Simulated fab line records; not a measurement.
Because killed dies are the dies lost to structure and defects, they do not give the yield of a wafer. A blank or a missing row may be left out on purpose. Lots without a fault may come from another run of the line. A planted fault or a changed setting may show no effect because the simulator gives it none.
Which tool did it? | flow nand harc | 72 wafers from 24 lots sampled at 4 of the route's 1302 steps

## WHAT THE GAUGES READ, wafer by wafer
NHARC_A_SGD_CUT_CD_MEAS_09 targets a cd of 100 nm. Usual: 100.0 nm for cd nm, sd 0.45.
lot  | measured     | on        | cd nm (nm)        | flag
L074 | day 20 09:47 | cd sem-03 | 99.4 99.8 99.6    |
L075 | day 20 10:04 | cd sem-01 | 99.3 99.5 99.4    |
L076 | day 20 18:44 | cd sem-03 | 99.4 100.5 99.8   |
L077 | day 21 00:51 | cd sem-01 | 99.9 99.3 99.5    |
L078 | day 21 04:08 | cd sem-03 | 100.5 100.2 99.7  |
L079 | day 21 19:52 | cd sem-03 | 100.7 100.3 100.9 |
L080 | day 21 19:49 | cd sem-01 | 100.0 99.8 100.3  |
L081 | day 22 10:18 | cd sem-03 | 100.1 99.4 99.9   |
L082 | day 22 21:04 | cd sem-03 | 100.1 100.0 100.1 |
L083 | day 23 08:33 | cd sem-01 | 99.7 99.8 100.1   |
L084 | day 23 18:01 | cd sem-01 | 99.8 100.6 100.2  |
L085 | day 23 18:33 | cd sem-01 | 99.7 100.4 100.0  |
L086 | day 23 18:31 | cd sem-02 | 99.6 100.2 99.8   |
L087 | day 24 11:38 | cd sem-03 | 101.2 100.8 100.6 |
L088 | day 24 23:19 | cd sem-01 | 99.5 99.9 99.7    |
L089 | day 25 08:43 | cd sem-03 | 100.0 99.7 100.3  |
L091 | day 26 09:38 | cd sem-01 | 100.5 99.9 100.2  |
L090 | day 26 09:51 | cd sem-03 | 99.4 100.3 99.5   |
L092 | day 27 04:25 | cd sem-03 | 100.7 101.2 100.8 |
L093 | day 27 04:16 | cd sem-02 | 99.9 100.0 99.6   |
L094 | day 27 04:05 | cd sem-03 | 99.8 100.1 100.1  |
L095 | day 28 08:49 | cd sem-03 | 99.2 99.3 99.4    |
L096 | day 28 12:52 | cd sem-03 | 99.8 99.5 99.6    |
L097 | day 29 04:50 | cd sem-03 | 100.2 100.2 100.0 |

## WHICH TOOL RAN EACH LOT (tool, then ch and the chambers of the sampled wafers, then the start)
lot  | NHARC_A_STAIRCASE_ETCH_453                    | NHARC_A_STAIRCASE_DEP_322       | NHARC_A_STAIRCASE_CMP_152
L074 | rie diel-05 ch 0,2,3, day 19 06:56 or earlier | pecvd-01 ch 1,2, day 19 06:56   | cmp-03 ch 1,2,3, day 20 07:14
L075 | rie diel-06 ch 0,1,3, day 19 07:14 or earlier | pecvd-03 ch 0,1,2, day 19 07:14 | cmp-04 ch 0,1,2, day 20 07:32
L076 | rie diel-03 ch 0,3, day 19 14:38 or earlier   | pecvd-02 ch 0,1,2, day 19 14:38 | cmp-03 ch 0,1,2, day 20 16:08
L077 | rie diel-03 ch 0,1,3, day 19 21:25 or earlier | pecvd-02 ch 0,2, day 19 21:25   | cmp-03 ch 0,1,2, day 20 22:20
L078 | rie diel-05 ch 0,2, day 20 03:13 or earlier   | pecvd-01 ch 0,1, day 20 03:13   | cmp-04 ch 0,1,3, day 21 01:38
L079 | rie diel-05 ch 1,2,3, day 20 12:30 or earlier | pecvd-02 ch 0,2, day 20 12:30   | cmp-03 ch 0,3, day 21 17:25
L080 | rie diel-05 ch 0,2,3, day 20 12:32 or earlier | pecvd-01 ch 0,1,2, day 20 12:32 | cmp-01 ch 0,3, day 21 17:04
L081 | rie diel-05 ch 0,1,2, day 20 22:38 or earlier | pecvd-03 ch 0,1,2, day 20 22:38 | cmp-04 ch 1,2, day 22 07:31
L082 | rie diel-05 ch 0,2,3, day 21 13:58 or earlier | pecvd-02 ch 0,1, day 21 13:58   | cmp-04 ch 1,3, day 22 18:33
L083 | rie diel-03 ch 1,3, day 22 06:08 or earlier   | pecvd-02 ch 1,2, day 22 06:08   | cmp-04 ch 0,2,3, day 23 06:04
L084 | rie diel-03 ch 0,3, day 22 14:37 or earlier   | pecvd-02 ch 0,1,2, day 22 14:37 | cmp-03 ch 0,3, day 23 15:35
L085 | rie diel-05 ch 0,1, day 22 14:37 or earlier   | pecvd-01 ch 0,2, day 22 14:37   | cmp-01 ch 1,2,3, day 23 16:01
L086 | rie diel-03 ch 0,1, day 22 21:26 or earlier   | pecvd-02 ch 0,1,2, day 22 21:26 | cmp-04 ch 2,3, day 23 16:00
L087 | rie diel-06 ch 1,2,3, day 23 06:46 or earlier | pecvd-02 ch 0,1, day 23 06:46   | cmp-01 ch 0,1,3, day 24 09:08
L088 | rie diel-05 ch 0,1,3, day 23 20:45 or earlier | pecvd-02 ch 0,1, day 23 20:45   | cmp-01 ch 0,2,3, day 24 20:56
L089 | rie diel-06 ch 1,2, day 24 05:08 or earlier   | pecvd-02 ch 0,1, day 24 05:08   | cmp-01 ch 0,2,3, day 25 06:21
L091 | rie diel-05 ch 0,1,3, day 25 05:59 or earlier | pecvd-01 ch 0,1,2, day 25 05:59 | cmp-03 ch 0,1,3, day 26 06:58
L090 | rie diel-05 ch 0,1, day 25 12:32 or earlier   | pecvd-03 ch 0,1,2, day 25 12:32 | cmp-04 ch 0,1, day 26 07:19
L092 | rie diel-05 ch 1,2,3, day 26 04:14 or earlier | pecvd-02 ch 0,1,2, day 26 04:14 | cmp-01 ch 0,1,3, day 27 01:47
L093 | rie diel-05 ch 1,3, day 26 04:03 or earlier   | pecvd-01 ch 0,1,2, day 26 04:03 | cmp-01 ch 2,3, day 27 01:37
L094 | rie diel-06 ch 0,2,3, day 26 04:14 or earlier | pecvd-03 ch 0,2, day 26 04:14   | cmp-04 ch 0,1,2, day 27 01:26
L095 | rie diel-06 ch 0,1,2, day 27 06:14 or earlier | pecvd-02 ch 0,2, day 27 06:14   | cmp-01 ch 0,2,3, day 28 06:20
L096 | rie diel-05 ch 0,2,3, day 27 11:31 or earlier | pecvd-01 ch 1,2, day 27 11:31   | cmp-01 ch 0,2,3, day 28 10:25
L097 | rie diel-06 ch 1,2, day 28 01:24 or earlier   | pecvd-01 ch 0,1, day 28 01:24   | cmp-01 ch 1,2, day 29 02:20
- NHARC_A_STAIRCASE_ETCH_453: etches the open film in CF4/O2, target depth 30 nm, overetch 3 nm, time 16.5 s.
- NHARC_A_STAIRCASE_DEP_322: deposits SiO2, target thk 7200 nm.
- NHARC_A_STAIRCASE_CMP_152: polishes.

## AS READ BY THE TOOLS THEMSELVES (means over the sampled wafers that have a number; for cases with no such wafer, the mark the record gives instead)
NHARC_A_STAIRCASE_ETCH_453. Usual: chamber pressure mTorr 29.999 mTorr, standard deviation 0.027; drypump motor current A 5.8 A, standard deviation 0.5; oes product au 1.000 a.u., standard deviation 0.007; rf vpp V 197.4 V, standard deviation 1.7; showerhead plenum p Torr 1.32 Torr, standard deviation 0.078; throttle valve pct 13.398 %, standard deviation 0.0085.
lot  | tool        | chamber pressure mTorr (mTorr) | drypump motor current A (A) | oes product au (a.u.) | rf vpp V (V) | showerhead plenum p Torr (Torr) | throttle valve pct (%) | flag
L074 | rie diel-05 | 29.983                         | 6.0                         | 1.010                 | 196.9        | 1.31                            | 13.399                 |
L075 | rie diel-06 | 30.021                         | 5.9                         | 1.005                 | 196.7        | 1.28                            | 13.402                 |
L076 | rie diel-03 | 29.997                         | 5.6                         | 0.999                 | 197.5        | 1.32                            | 13.397                 |
L077 | rie diel-03 | 29.988                         | 5.6                         | 1.001                 | 197.5        | 1.32                            | 13.401                 |
L078 | rie diel-05 | 30.007                         | 5.7                         | 0.998                 | 199.7        | 1.37                            | 13.393                 |
L079 | rie diel-05 | 30.005                         | 5.9                         | 0.996                 | 197.1        | 1.31                            | 13.399                 |
L080 | rie diel-05 | 30.003                         | 6.0                         | 0.995                 | 197.8        | 1.31                            | 13.392                 |
L081 | rie diel-05 | 30.016                         | 5.6                         | 1.003                 | 198.1        | 1.37                            | 13.392                 |
L082 | rie diel-05 | 29.994                         | 6.1                         | 0.993                 | 197.2        | 1.31                            | 13.398                 |
L083 | rie diel-03 | 29.980                         | 5.5                         | 1.001                 | 197.2        | 1.33                            | 13.404                 |
L084 | rie diel-03 | 29.980                         | 5.7                         | 0.998                 | 196.7        | 1.30                            | 13.398                 |
L085 | rie diel-05 | 30.027                         | 5.2                         | 0.999                 | 199.5        | 1.44                            | 13.391                 |
L086 | rie diel-03 | 29.992                         | 5.5                         | 0.996                 | 197.4        | 1.32                            | 13.396                 |
L087 | rie diel-06 | 30.018                         | 5.9                         | 1.006                 | 196.9        | 1.30                            | 13.406                 |
L088 | rie diel-05 | 30.024                         | 5.6                         | 1.008                 | 198.5        | 1.37                            | 13.401                 |
L089 | rie diel-06 | 30.036                         | 6.0                         | 0.998                 | 197.5        | 1.33                            | 13.401                 |
L091 | rie diel-05 | 29.998                         | 5.6                         | 1.001                 | 198.0        | 1.36                            | 13.405                 |
L090 | rie diel-05 | 30.000                         | 5.2                         | 1.007                 | 199.5        | 1.43                            | 13.398                 |
L092 | rie diel-05 | 29.977                         | 5.9                         | 1.001                 | 197.1        | 1.29                            | 13.397                 |
L093 | rie diel-05 | 29.957                         | 5.9                         | 1.001                 | 196.5        | 1.29                            | 13.397                 |
L094 | rie diel-06 | 30.013                         | 5.7                         | 1.003                 | 197.7        | 1.29                            | 13.402                 |
L095 | rie diel-06 | 29.995                         | 6.0                         | 0.995                 | 197.3        | 1.30                            | 13.408                 |
L096 | rie diel-05 | 29.997                         | 6.0                         | 0.997                 | 199.6        | 1.44                            | 13.394                 |
L097 | rie diel-06 | 29.991                         | 6.3                         | 1.000                 | 196.4        | 1.30                            | 13.403                 |

NHARC_A_STAIRCASE_DEP_322. Usual: 619 W for heater power w, sd 110.
lot  | tool     | heater power w (W) | flag
L074 | pecvd-01 | 602                |
L075 | pecvd-03 | 600                |
L076 | pecvd-02 | 614                |
L077 | pecvd-02 | 630                |
L078 | pecvd-01 | 642                |
L079 | pecvd-02 | 611                |
L080 | pecvd-01 | 569                |
L081 | pecvd-03 | 628                |
L082 | pecvd-02 | 662                |
L083 | pecvd-02 | 587                |
L084 | pecvd-02 | 647                |
L085 | pecvd-01 | 558                |
L086 | pecvd-02 | 598                |
L087 | pecvd-02 | 652                |
L088 | pecvd-02 | 735                |
L089 | pecvd-02 | 695                |
L091 | pecvd-01 | 579                |
L090 | pecvd-03 | 608                |
L092 | pecvd-02 | 632                |
L093 | pecvd-01 | 581                |
L094 | pecvd-03 | 519                |
L095 | pecvd-02 | 727                |
L096 | pecvd-01 | 562                |
L097 | pecvd-01 | 642                |

NHARC_A_STAIRCASE_CMP_152. Usual: 12.0 A for motor current A, sd 0.97.
lot  | tool   | motor current A (A) | flag
L074 | cmp-03 | 11.1                |
L075 | cmp-04 | 11.8                |
L076 | cmp-03 | 11.7                |
L077 | cmp-03 | 11.5                |
L078 | cmp-04 | 11.6                |
L079 | cmp-03 | 11.3                |
L080 | cmp-01 | 12.4                |
L081 | cmp-04 | 11.4                |
L082 | cmp-04 | 11.4                |
L083 | cmp-04 | 11.6                |
L084 | cmp-03 | 11.3                |
L085 | cmp-01 | 13.2                |
L086 | cmp-04 | 11.7                |
L087 | cmp-01 | 12.5                |
L088 | cmp-01 | 12.5                |
L089 | cmp-01 | 12.7                |
L091 | cmp-03 | 11.6                |
L090 | cmp-04 | 11.7                |
L092 | cmp-01 | 12.2                |
L093 | cmp-01 | 13.3                |
L094 | cmp-04 | 11.9                |
L095 | cmp-01 | 13.0                |
L096 | cmp-01 | 12.8                |
L097 | cmp-01 | 13.1                |

## THE ANSWER, worked out from the rows above alone
Rule: take the mean of a lot's wafers that have a number; if it is more than 3 standard deviations from the usual mean, the lot is off. Also off: a lot with no number at a reading for which 4 or more lots have one. Where the step has rows for the other lots, those lots are counted as sound. After the gauges, taken in route order, come the tools' own readings; for these a lot's mean is taken, as printed above. The first step at which some lot is off is used, and at that step the reading that is off furthest; a lot without a number counts as furthest.
No lot is off at any reading shown: from this, nothing can be told.

## WHAT THE SIMULATOR HAD INSERTED
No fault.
